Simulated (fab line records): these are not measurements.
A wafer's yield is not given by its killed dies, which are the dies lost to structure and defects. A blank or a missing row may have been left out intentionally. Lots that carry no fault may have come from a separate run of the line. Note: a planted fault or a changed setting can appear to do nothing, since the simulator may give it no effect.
Matching of chambers -- flow n5 finfet -- N5_STI_FIN_REVEAL_ALD_00 on ald sin-04 has 4 sister chambers
The step deposits SiO2, target thk 1 nm, pulse time 1 s. 8 wafers are shown with their chamber, then 7 later ones without.

EACH WAFER AND ITS CHAMBER
wafer,chamber,heater power w (W),precursor pulse height rel
L074.1,0,433,1.020
L074.3,2,514,1.005
L077.3,0,409,0.989
L078.1,1,557,0.995
L078.3,3,498,1.011
L078.5,2,493,0.966
L088.1,3,498,0.974
L088.3,1,552,0.985

WAFERS WHOSE CHAMBER IS MISSING
wafer,heater power w (W),precursor pulse height rel
L088.4,549,1.009
L089.3,521,0.983
L089.5,426,0.998
L089.6,544,1.011
L095.1,539,0.998
L095.2,503,1.023
L095.4,539,0.962

THE CHAMBER EACH PASSED THROUGH
wafer,from the rows above,in truth
L088.4,1,1
L089.3,can't be placed: 2 or 3 or 1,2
L089.5,0,0
L089.6,1,1
L095.1,can't be placed: 1 or 2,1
L095.2,can't be placed: 3 or 2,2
L095.4,can't be placed: 1 or 2 or 3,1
Correctly placed: 3 of 7. Cannot be placed on the basis of these rows: 4; the candidates contain the true chamber in 4. 0 placed wrongly.
How it was worked out, from the rows above alone: a wafer's distance from a chamber is the root of the sum, over the readings, of the square of ((its reading less the chamber's mean) divided by the reading's scatter). If the next closest chamber is less than 2 further off than the closest, the wafer can't be placed; otherwise it belongs to the closest. A chamber's mean is the mean of its shown wafers. The scatter is the square root of a quotient: the sum, over the shown wafers, of each reading's squared deviation from its chamber's mean, divided by wafers minus chambers.
